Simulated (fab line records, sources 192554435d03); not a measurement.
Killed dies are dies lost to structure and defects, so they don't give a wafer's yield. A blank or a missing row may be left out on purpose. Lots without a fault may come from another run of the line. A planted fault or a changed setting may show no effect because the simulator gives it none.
A struck lot beside a sound one | flow n5_finfet | 14 steps out of a route of 1938
Sound: wafers L497.1, L497.3, L497.4. Struck: wafers L500.2, L500.5, L500.6. The cause comes at the end.
At each step with rows: each side's tool, then ch and its chambers, then its first start. Under that, the readings that differ: sound wafers | struck wafers | difference of the means | sigmas: that difference in standard deviations of wafers without a fault.
alike: readings whose means differ by less than 2 such deviations, and words and numbers that are the same on both sides. not compared: withheld readings, readings that some wafer has no value for, bounds like >300 that may hide the same value, and numbers for which the record gives no deviation and whose values overlap.
The two part at a step that has a row with sigmas, a row that says differs or no value, or rows on one side only. Numbers that don't overlap but have no deviation are shown without sigmas and don't part them. A reading that every wafer of one side lacks parts them only if that side has two wafers or more.

first, 2 steps without rows for these wafers: N5_DUMMY_GATE_PRECLEAN_46 (cleans in DIW, time 89.5 s); N5_DUMMY_GATE_SRD_47 (dry time 32 s).
N5_DUMMY_GATE_CMP_04: polishes a-Si.
  sound on cmp-01 ch 1,2,3, day 4 12:20; struck on cmp-04 ch 2,3, day 5 08:27
  reading                      | sound             | struck            | difference | sigmas
  retaining_ring_pressure_frac | 0.990 0.998 0.996 | 1.010 1.008 1.000 | +0.011     | +2
  alike: motor_current_A, time_to_endpoint_s
N5_DUMMY_GATE_THK_MEAS_05:
  sound on film_metro-01, day 4 12:35; struck on film_metro-01, day 5 08:40
  alike: thk_nm
then, 8 steps without rows for these wafers: N5_DUMMY_GATE_HM_DEP_06 (deposits SiNx from DCS/NH3, target thk 80 nm, time 5141 s); N5_DUMMY_GATE_PECVD_30 (deposits SiO2 from TEOS/O2, target thk 55 nm, time 10.8 s); N5_DUMMY_GATE_COAT_34 (time 60 s, resist thk 60 nm); N5_DUMMY_GATE_COAT_35 (time 60 s, resist thk 10 nm); N5_DUMMY_GATE_COAT_28 (time 60 s, resist thk 10 nm); N5_DUMMY_GATE_COAT_09 (resist thk 30 nm); N5_DUMMY_GATE_EBR_11; N5_DUMMY_GATE_SOFTBAKE_10 (time 60 s).
N5_DUMMY_GATE_EXPOSE_12: exposes mask GATE, target cd 25 nm.
  sound on euv_scanner-02 ch 0, day 4 16:53; struck on euv_scanner-02, day 5 15:52
  no value came back on the struck wafers for exposure_dose_mJ_cm2, focus_offset_nm (nm); on the sound wafers exposure_dose_mJ_cm2 reads 33.98 33.99 33.97
  alike: mask
then, 1 step without rows for these wafers: N5_DUMMY_GATE_PEB_13 (peb time 60 s).

WHERE THEY PART
First at N5_DUMMY_GATE_CMP_04; last, within this record, at N5_DUMMY_GATE_EXPOSE_12.

WHY: what the simulator had put in
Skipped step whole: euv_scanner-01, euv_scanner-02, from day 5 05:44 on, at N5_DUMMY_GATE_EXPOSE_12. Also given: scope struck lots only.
